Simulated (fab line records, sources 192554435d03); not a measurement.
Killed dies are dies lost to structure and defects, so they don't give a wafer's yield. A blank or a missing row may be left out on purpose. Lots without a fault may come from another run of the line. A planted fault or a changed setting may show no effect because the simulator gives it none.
Split-lot experiment | flow n5_finfet | 7 lots, 21 wafers read, on a route of 1938 steps

THE SPLIT
At N5_BEOL_M13_EXPOSE_07 (exposes mask V12), the setting dose_mj was moved away from the recipe's 24.8 on 9 of the 21 wafers read, by -6.4% to +6.7%. The other wafers ran this setting at the recipe's value.

FROM THE SPLIT TO THE READING: what the file shows between them, 6 steps
- N5_BEOL_M13_PEB_08: peb time 90 s
- N5_BEOL_M13_DEVELOP_09: develop time 45 s
- N5_BEOL_M13_HARDBAKE_14: time 120 s
- N5_BEOL_M13_CD_MEAS_10: target cd 190 nm
- N5_BEOL_M13_STRIP_71: strips in post etch residue remover, time 60 s
- N5_BEOL_M13_SRD_72: time 30 s, dry time 30 s

THE READING
cd_nm, in nm, at N5_BEOL_M13_CD_MEAS_17 (target cd 190 nm). Fault-free wafers of this fab line usually give 190.5 nm, standard deviation 1.9 nm.

wafer  | tool, chamber at the split | dose_mj as run | against the recipe | cd_nm, nm | against lot-mates on the recipe
L081.2 | krf_scanner-01, 0          | 25.67          | +3.5%              | 193.6     | no lot-mate on the recipe
L081.5 | krf_scanner-01, 0          | 25.67          | +3.5%              | 193.1     | no lot-mate on the recipe
L081.6 | krf_scanner-01, 0          | 25.67          | +3.5%              | 193.7     | no lot-mate on the recipe
L085.1 | krf_scanner-02, 0          | 26.37          | +6.3%              | 195.3     | +7.9
L085.2 | krf_scanner-02, 0          | 24.8           | recipe             | 186.8     | -
L085.6 | krf_scanner-02, 0          | 24.8           | recipe             | 188.0     | -
L083.2 | krf_scanner-02, 0          | 24.8           | recipe             | 189.1     | -
L083.4 | krf_scanner-02, 0          | 23.47          | -5.4%              | 184.9     | -4.5
L083.5 | krf_scanner-02, 0          | 24.8           | recipe             | 189.7     | -
L089.3 | krf_scanner-01, 0          | 23.21          | -6.4%              | 186.2     | -6.6
L089.5 | krf_scanner-01, 0          | 23.21          | -6.4%              | 186.0     | -6.8
L089.6 | krf_scanner-01, 0          | 24.8           | recipe             | 192.8     | -
L086.3 | krf_scanner-02, 0          | 26.46          | +6.7%              | 196.8     | +7.3
L086.5 | krf_scanner-02, 0          | 26.46          | +6.7%              | 194.1     | +4.6
L086.6 | krf_scanner-02, 0          | 24.8           | recipe             | 189.5     | -
L090.2 | krf_scanner-02, 0          | 24.8           | recipe             | 188.9     | -
L090.4 | krf_scanner-02, 0          | 24.8           | recipe             | 188.0     | -
L090.6 | krf_scanner-02, 0          | 24.8           | recipe             | 188.5     | -
L096.2 | krf_scanner-02, 0          | 24.8           | recipe             | 189.6     | -
L096.3 | krf_scanner-02, 0          | 24.8           | recipe             | 188.8     | -
L096.5 | krf_scanner-02, 0          | 24.8           | recipe             | 189.2     | -

THE FIT
A straight line over all 21 wafers: cd_nm changes by +0.809 nm for each +1% of dose_mj; r = +0.90; the points scatter about the line by 1.4 nm.
The same after taking each lot's own level away (the mean of its wafers on the recipe; 18 wafers): +0.996 nm for each +1%; r = +0.98; scatter 0.78 nm.
On that fit, the largest move of dose_mj shifts the reading by 6.7 nm.
The lots' own levels span 187.40 to 192.80 nm, that is 2.8 times the standard deviation above.
So the lot-to-lot level changes the slope: the two fits differ.
Check: with one of the wafers moved furthest among these (+6.7%) left out of the fit, the line predicts +6.5 nm for it against its lot-mates. It came out at +7.3 nm against them.

OTHER SPLITS ON THESE WAFERS
These wafers also went through other splits before the reading. Each is held against what the fit with the lots' levels taken away leaves over:
other split on the same wafers    | wafers away from the commonest value | r with cd_nm (lot level and that fit taken away)
N5_BEOL_M11_EXPOSE_08 dose_mj     | 6                                    | +0.07
N5_BEOL_M12_CMP_49 down_force_psi | 5                                    | +0.06

THE WHOLE CHAIN: every reading that the file lists as answering this split, in the file's order
step                   | what it does     | reading | change (the file's fit)              | r (the file's)
N5_BEOL_M13_CD_MEAS_10 | target cd 190 nm | cd_nm   | +1.02 nm for each +1% of the setting | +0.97
N5_BEOL_M13_CD_MEAS_17 | target cd 190 nm | cd_nm   | +1.02 nm for each +1% of the setting | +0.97

THE FILE'S OWN FIT
cd_nm changes by +1.02 nm for each +1% of dose_mj, r = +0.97.
